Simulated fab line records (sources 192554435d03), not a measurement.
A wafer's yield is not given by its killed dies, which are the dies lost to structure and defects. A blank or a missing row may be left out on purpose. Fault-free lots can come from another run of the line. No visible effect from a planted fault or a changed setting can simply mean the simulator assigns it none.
Chamber matching	flow n5-finfet	N5_BEOL_M11_ETCH_65 on rie-diel-03 has 4 sister chambers
The step etches SiARC in CF4, target depth 39 nm, time 65 s. 4 wafers are shown with their chamber, then 9 later ones without.

== EACH WAFER AND ITS CHAMBER ==
wafer	chamber	showerhead-plenum-p-Torr (Torr)
L085.2	3	2.03
L085.4	2	2.25
L085.5	1	2.22
L085.6	0	2.19

== WAFERS WITHOUT THEIR CHAMBER ==
wafer	showerhead-plenum-p-Torr (Torr)
L088.3	2.22
L088.5	2.19
L088.6	2.22
L091.1	2.22
L091.2	2.19
L091.6	2.19
L095.1	2.21
L095.3	2.02
L095.6	2.21

== THE CHAMBER EACH PASSED THROUGH ==
wafer	from the rows above	in truth
L088.3	1	1
L088.5	0	0
L088.6	1	1
L091.1	1	1
L091.2	0	0
L091.6	0	0
L095.1	can't be placed: 1 or 0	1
L095.3	3	3
L095.6	can't be placed: 1 or 0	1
7 of 9 placed correctly. Not placeable from these rows: 2 (in 2, the candidates include the true chamber). Wrongly placed: 0.
How it was worked out, from the rows above alone: a wafer's distance from a chamber is the root of the sum, over the readings, of the square of ((its reading less the chamber's mean) divided by the reading's scatter). The wafer belongs to the nearest chamber; if the next one is less than 2 further off, it can't be placed. Each chamber's mean is taken over the wafers shown for it. The scatter: root of mean squared gap, hidden wafer to nearest shown wafer, with one shown wafer a chamber.
